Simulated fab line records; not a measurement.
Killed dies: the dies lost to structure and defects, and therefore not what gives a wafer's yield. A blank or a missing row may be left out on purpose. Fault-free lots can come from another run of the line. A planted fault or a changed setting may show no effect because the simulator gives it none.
Which tool is to blame? / flow nand-harc / 12 lots, 36 wafers sampled, at 5 steps of a route of 1302

== WHAT EACH GAUGE READ, for each wafer ==
NHARC_A_CHANNEL_HOLE_D1_OVL_MEAS_11.
lot=L242; measured=day 8 13:50; on=overlay-01; overlay-x-nm (nm)=1.0 1.2 1.4; overlay-y-nm (nm)=0.5 0.3 0.5
lot=L246; measured=day 10 19:10; on=overlay-01; overlay-x-nm (nm)=-1.4 -1.0 -1.2; overlay-y-nm (nm)=0.5 0.4 0.7
lot=L247; measured=day 10 18:56; on=overlay-02; overlay-x-nm (nm)=-0.8 -0.6 -1.0; overlay-y-nm (nm)=-0.9 -1.1 -0.9
lot=L248; measured=day 11 15:43; on=overlay-01; overlay-x-nm (nm)=-1.1 -1.1 -1.1; overlay-y-nm (nm)=0.9 0.3 0.3
lot=L255; measured=day 14 04:37; on=overlay-01; overlay-x-nm (nm)=-0.9 -1.2 -0.7; overlay-y-nm (nm)=1.7 1.5 2.4
lot=L256; measured=day 14 11:49; on=overlay-01; overlay-x-nm (nm)=-0.6 -0.5 -0.6; overlay-y-nm (nm)=0.0 0.7 0.4
lot=L257; measured=day 14 11:32; on=overlay-02; overlay-x-nm (nm)=-0.9 -1.6 -1.4; overlay-y-nm (nm)=-0.2 -0.3 -0.4
lot=L260; measured=day 16 08:12; on=overlay-02; overlay-x-nm (nm)=2.0 1.8 2.0; overlay-y-nm (nm)=-0.4 -0.8 -0.5
lot=L262; measured=day 17 05:08; on=overlay-02; overlay-x-nm (nm)=-1.6 -1.5 -1.8; overlay-y-nm (nm)=-0.1 -0.8 -0.3
lot=L263; measured=day 17 07:02; on=overlay-01; overlay-x-nm (nm)=-0.1 -0.4 -0.1; overlay-y-nm (nm)=-0.7 -0.4 -0.5
lot=L264; measured=day 17 19:06; on=overlay-01; overlay-x-nm (nm)=-1.5 -2.0 -2.0; overlay-y-nm (nm)=-0.8 -0.4 -1.3
lot=L265; measured=day 18 06:35; on=overlay-01; overlay-x-nm (nm)=1.5 0.6 0.5; overlay-y-nm (nm)=-1.5 -0.6 -0.7

NHARC_END_SORT_01.
lot=L242; measured=day 24 22:18; on=prober-01; killed-at-array=56 62 38; killed-at-other=1 1 0; killed-at-periphery=4 10 10; killed-dies=61 73 48; killed-open=2 1 7; killed-short=1 4 2
lot=L248; measured=day 27 06:23; on=prober-01; killed-at-array=51 34 52; killed-at-other=1 0 0; killed-at-periphery=5 1 6; killed-dies=57 35 58; killed-open=2 2 3; killed-short=2 0 1
lot=L255; measured=day 30 09:52; on=prober-01; killed-at-array=301 39 55; killed-at-other=1 0 1; killed-at-periphery=1 0 1; killed-dies=303 39 57; killed-open=0 1 6; killed-short=6 3 7
lot=L257; measured=day 30 03:42; on=prober-01; killed-at-array=89 74 277; killed-at-other=0 0 0; killed-at-periphery=5 3 5; killed-dies=94 77 282; killed-open=7 3 3; killed-short=1 1 3

== WHAT TOOL EACH LOT RAN ON (gives the tool, then ch and the chambers of the sampled wafers, and finally the start) ==
lot=L242; NHARC_A_CHANNEL_HOLE_D1_DEP_00=acl-dep-01 ch 0, day 8 11:25; NHARC_A_CHANNEL_HOLE_D1_ETCH_39=rie-diel-08 ch 2,3, day 8 14:08; NHARC_A_CHANNEL_HOLE_D1_ETCH_22=har-etch-02 ch 0,1, day 8 15:59
lot=L246; NHARC_A_CHANNEL_HOLE_D1_DEP_00=acl-dep-03 ch 0, day 10 16:27; NHARC_A_CHANNEL_HOLE_D1_ETCH_39=rie-diel-11 ch 0,1, day 10 19:32; NHARC_A_CHANNEL_HOLE_D1_ETCH_22=har-etch-02 ch 0,1, day 10 21:32
lot=L247; NHARC_A_CHANNEL_HOLE_D1_DEP_00=acl-dep-01 ch 0, day 10 16:39; NHARC_A_CHANNEL_HOLE_D1_ETCH_39=rie-diel-08 ch 1,2, day 10 19:14; NHARC_A_CHANNEL_HOLE_D1_ETCH_22=har-etch-01 ch 0,1, day 10 21:21
lot=L248; NHARC_A_CHANNEL_HOLE_D1_DEP_00=acl-dep-01 ch 0, day 11 12:59; NHARC_A_CHANNEL_HOLE_D1_ETCH_39=rie-diel-08 ch 0,1, day 11 16:01; NHARC_A_CHANNEL_HOLE_D1_ETCH_22=har-etch-01 ch 0,1, day 11 17:52
lot=L255; NHARC_A_CHANNEL_HOLE_D1_DEP_00=acl-dep-02 ch 0, day 14 01:52; NHARC_A_CHANNEL_HOLE_D1_ETCH_39=rie-diel-08 ch 2,3, day 14 04:53; NHARC_A_CHANNEL_HOLE_D1_ETCH_22=har-etch-01 ch 0,1, day 14 07:15
lot=L256; NHARC_A_CHANNEL_HOLE_D1_DEP_00=acl-dep-03 ch 0, day 14 09:04; NHARC_A_CHANNEL_HOLE_D1_ETCH_39=rie-diel-11 ch 0,1,2, day 14 12:07; NHARC_A_CHANNEL_HOLE_D1_ETCH_22=har-etch-01 ch 0,1, day 14 14:08
lot=L257; NHARC_A_CHANNEL_HOLE_D1_DEP_00=acl-dep-02 ch 0, day 14 09:32; NHARC_A_CHANNEL_HOLE_D1_ETCH_39=rie-diel-08 ch 1,2,3, day 14 11:53; NHARC_A_CHANNEL_HOLE_D1_ETCH_22=har-etch-02 ch 0,1, day 14 13:59
lot=L260; NHARC_A_CHANNEL_HOLE_D1_DEP_00=acl-dep-03 ch 0, day 16 06:13; NHARC_A_CHANNEL_HOLE_D1_ETCH_39=rie-diel-11 ch 0,2, day 16 08:46; NHARC_A_CHANNEL_HOLE_D1_ETCH_22=har-etch-01 ch 0,1, day 16 11:37
lot=L262; NHARC_A_CHANNEL_HOLE_D1_DEP_00=acl-dep-03 ch 0, day 17 02:32; NHARC_A_CHANNEL_HOLE_D1_ETCH_39=rie-diel-08 ch 0,2,3, day 17 05:24; NHARC_A_CHANNEL_HOLE_D1_ETCH_22=har-etch-01 ch 0,1, day 17 13:23
lot=L263; NHARC_A_CHANNEL_HOLE_D1_DEP_00=acl-dep-03 ch 0, day 17 04:26; NHARC_A_CHANNEL_HOLE_D1_ETCH_39=rie-diel-08 ch 0,2,3, day 17 07:20; NHARC_A_CHANNEL_HOLE_D1_ETCH_22=har-etch-02 ch 0,1, day 17 15:16
lot=L264; NHARC_A_CHANNEL_HOLE_D1_DEP_00=acl-dep-02 ch 0, day 17 16:40; NHARC_A_CHANNEL_HOLE_D1_ETCH_39=rie-diel-08 ch 0,1,3, day 17 19:43; NHARC_A_CHANNEL_HOLE_D1_ETCH_22=har-etch-01 ch 0,1, day 17 21:48
lot=L265; NHARC_A_CHANNEL_HOLE_D1_DEP_00=acl-dep-02 ch 0, day 18 04:08; NHARC_A_CHANNEL_HOLE_D1_ETCH_39=rie-diel-08 ch 1,2,3, day 18 06:59; NHARC_A_CHANNEL_HOLE_D1_ETCH_22=har-etch-01 ch 0,1, day 18 09:00
- NHARC_A_CHANNEL_HOLE_D1_DEP_00: deposits aC, target thk 3100 nm.
- NHARC_A_CHANNEL_HOLE_D1_ETCH_39: etches the open film in N2/H2, target depth 260 nm, time 325 s.
- NHARC_A_CHANNEL_HOLE_D1_ETCH_22: etches the open film in C4F8/O2/Ar, time 666.7 s, target depth 1600 nm.

== AS READ BY THE TOOLS THEMSELVES (means over the sampled wafers that have a number; for cases with no such wafer, the mark the record gives instead) ==
NHARC_A_CHANNEL_HOLE_D1_DEP_00.
lot=L242; tool=acl-dep-01; throttle-valve-pct (%)=34.997
lot=L246; tool=acl-dep-03; throttle-valve-pct (%)=34.998
lot=L247; tool=acl-dep-01; throttle-valve-pct (%)=35.000
lot=L248; tool=acl-dep-01; throttle-valve-pct (%)=35.000
lot=L255; tool=acl-dep-02; throttle-valve-pct (%)=34.998
lot=L256; tool=acl-dep-03; throttle-valve-pct (%)=34.991
lot=L257; tool=acl-dep-02; throttle-valve-pct (%)=34.996
lot=L260; tool=acl-dep-03; throttle-valve-pct (%)=34.991
lot=L262; tool=acl-dep-03; throttle-valve-pct (%)=35.003
lot=L263; tool=acl-dep-03; throttle-valve-pct (%)=34.999
lot=L264; tool=acl-dep-02; throttle-valve-pct (%)=35.002
lot=L265; tool=acl-dep-02; throttle-valve-pct (%)=34.999

NHARC_A_CHANNEL_HOLE_D1_ETCH_39.
lot=L242; tool=rie-diel-08; drypump-motor-current-A (A)=6.2; oes-product-au (a.u.)=0.995; rf-vpp-V (V)=428.3; run-length-s (s)=346.1; showerhead-plenum-p-Torr (Torr)=1.94; throttle-valve-pct (%)=14.174
lot=L246; tool=rie-diel-11; drypump-motor-current-A (A)=6.0; oes-product-au (a.u.)=0.994; rf-vpp-V (V)=428.6; run-length-s (s)=346.1; showerhead-plenum-p-Torr (Torr)=1.96; throttle-valve-pct (%)=14.176
lot=L247; tool=rie-diel-08; drypump-motor-current-A (A)=5.4; oes-product-au (a.u.)=1.000; rf-vpp-V (V)=432.0; run-length-s (s)=346.1; showerhead-plenum-p-Torr (Torr)=2.12; throttle-valve-pct (%)=14.168
lot=L248; tool=rie-diel-08; drypump-motor-current-A (A)=5.4; oes-product-au (a.u.)=1.008; rf-vpp-V (V)=434.2; run-length-s (s)=346.3; showerhead-plenum-p-Torr (Torr)=2.16; throttle-valve-pct (%)=14.169
lot=L255; tool=rie-diel-08; drypump-motor-current-A (A)=6.2; oes-product-au (a.u.)=0.993; rf-vpp-V (V)=428.2; run-length-s (s)=318.3; showerhead-plenum-p-Torr (Torr)=1.94; throttle-valve-pct (%)=14.168
lot=L256; tool=rie-diel-11; drypump-motor-current-A (A)=5.9; oes-product-au (a.u.)=0.990; rf-vpp-V (V)=429.3; run-length-s (s)=346.1; showerhead-plenum-p-Torr (Torr)=1.99; throttle-valve-pct (%)=14.177
lot=L257; tool=rie-diel-08; drypump-motor-current-A (A)=5.8; oes-product-au (a.u.)=1.000; rf-vpp-V (V)=430.7; run-length-s (s)=318.5; showerhead-plenum-p-Torr (Torr)=2.03; throttle-valve-pct (%)=14.169
lot=L260; tool=rie-diel-11; drypump-motor-current-A (A)=6.0; oes-product-au (a.u.)=0.987; rf-vpp-V (V)=428.6; run-length-s (s)=346.2; showerhead-plenum-p-Torr (Torr)=1.95; throttle-valve-pct (%)=14.170
lot=L262; tool=rie-diel-08; drypump-motor-current-A (A)=6.1; oes-product-au (a.u.)=0.999; rf-vpp-V (V)=429.5; run-length-s (s)=345.8; showerhead-plenum-p-Torr (Torr)=2.02; throttle-valve-pct (%)=14.173
lot=L263; tool=rie-diel-08; drypump-motor-current-A (A)=6.1; oes-product-au (a.u.)=1.003; rf-vpp-V (V)=429.0; run-length-s (s)=345.9; showerhead-plenum-p-Torr (Torr)=2.02; throttle-valve-pct (%)=14.173
lot=L264; tool=rie-diel-08; drypump-motor-current-A (A)=5.5; oes-product-au (a.u.)=1.008; rf-vpp-V (V)=431.2; run-length-s (s)=346.3; showerhead-plenum-p-Torr (Torr)=2.07; throttle-valve-pct (%)=14.165
lot=L265; tool=rie-diel-08; drypump-motor-current-A (A)=5.8; oes-product-au (a.u.)=0.993; rf-vpp-V (V)=429.7; run-length-s (s)=346.1; showerhead-plenum-p-Torr (Torr)=2.03; throttle-valve-pct (%)=14.174

NHARC_A_CHANNEL_HOLE_D1_ETCH_22.
lot=L242; tool=har-etch-02; drypump-motor-current-A (A)=6.4; oes-air-line-au (a.u.)=1.006; showerhead-plenum-p-Torr (Torr)=3.59; throttle-valve-pct (%)=32.154
lot=L246; tool=har-etch-02; drypump-motor-current-A (A)=6.4; oes-air-line-au (a.u.)=0.991; showerhead-plenum-p-Torr (Torr)=3.58; throttle-valve-pct (%)=32.146
lot=L247; tool=har-etch-01; drypump-motor-current-A (A)=5.0; oes-air-line-au (a.u.)=0.994; showerhead-plenum-p-Torr (Torr)=3.59; throttle-valve-pct (%)=32.149
lot=L248; tool=har-etch-01; drypump-motor-current-A (A)=5.1; oes-air-line-au (a.u.)=1.008; showerhead-plenum-p-Torr (Torr)=3.62; throttle-valve-pct (%)=32.138
lot=L255; tool=har-etch-01; drypump-motor-current-A (A)=5.1; oes-air-line-au (a.u.)=0.983; showerhead-plenum-p-Torr (Torr)=3.60; throttle-valve-pct (%)=32.148
lot=L256; tool=har-etch-01; drypump-motor-current-A (A)=5.1; oes-air-line-au (a.u.)=1.007; showerhead-plenum-p-Torr (Torr)=3.60; throttle-valve-pct (%)=32.155
lot=L257; tool=har-etch-02; drypump-motor-current-A (A)=6.1; oes-air-line-au (a.u.)=0.995; showerhead-plenum-p-Torr (Torr)=3.49; throttle-valve-pct (%)=32.137
lot=L260; tool=har-etch-01; drypump-motor-current-A (A)=5.1; oes-air-line-au (a.u.)=0.995; showerhead-plenum-p-Torr (Torr)=3.58; throttle-valve-pct (%)=32.149
lot=L262; tool=har-etch-01; drypump-motor-current-A (A)=5.1; oes-air-line-au (a.u.)=0.984; showerhead-plenum-p-Torr (Torr)=3.57; throttle-valve-pct (%)=32.155
lot=L263; tool=har-etch-02; drypump-motor-current-A (A)=6.2; oes-air-line-au (a.u.)=0.994; showerhead-plenum-p-Torr (Torr)=3.93; throttle-valve-pct (%)=32.154
lot=L264; tool=har-etch-01; drypump-motor-current-A (A)=5.1; oes-air-line-au (a.u.)=1.004; showerhead-plenum-p-Torr (Torr)=3.54; throttle-valve-pct (%)=32.152
lot=L265; tool=har-etch-01; drypump-motor-current-A (A)=5.1; oes-air-line-au (a.u.)=0.982; showerhead-plenum-p-Torr (Torr)=3.57; throttle-valve-pct (%)=32.153

== THE ANSWER, worked out from the rows above alone ==
Rule: the usual values come from the lots themselves. The widest of any qualifying gaps counts: lots, ordered by their means at a reading, are off when they make up no more than a third of the lots, leave a main group of 4 or more, and stand apart from it by 3 or more times the standard deviation of that group's means. The tables above print the reading to a certain number of digits; a main group whose means all agree to those digits is not used. Also off: a lot with no number at a reading for which 4 or more lots have one. The other lots that the step has rows for count as sound. First the gauges in route order, then the tools' own readings, where a lot's mean is used as printed above. At the first step where some lot is off, the reading lying furthest off is the one used; lots without a number count as furthest.
Off: L255, L257, at NHARC_A_CHANNEL_HOLE_D1_ETCH_39 (run-length-s). The main group: mean 346.1 s, standard deviation 0.15.
A tool fits if, at that step or a process step before it, it ran every lot that is off, and no sound lot after the first of them. Not one of the candidates tried fits.

== WHAT WAS PUT IN BY THE SIMULATOR ==
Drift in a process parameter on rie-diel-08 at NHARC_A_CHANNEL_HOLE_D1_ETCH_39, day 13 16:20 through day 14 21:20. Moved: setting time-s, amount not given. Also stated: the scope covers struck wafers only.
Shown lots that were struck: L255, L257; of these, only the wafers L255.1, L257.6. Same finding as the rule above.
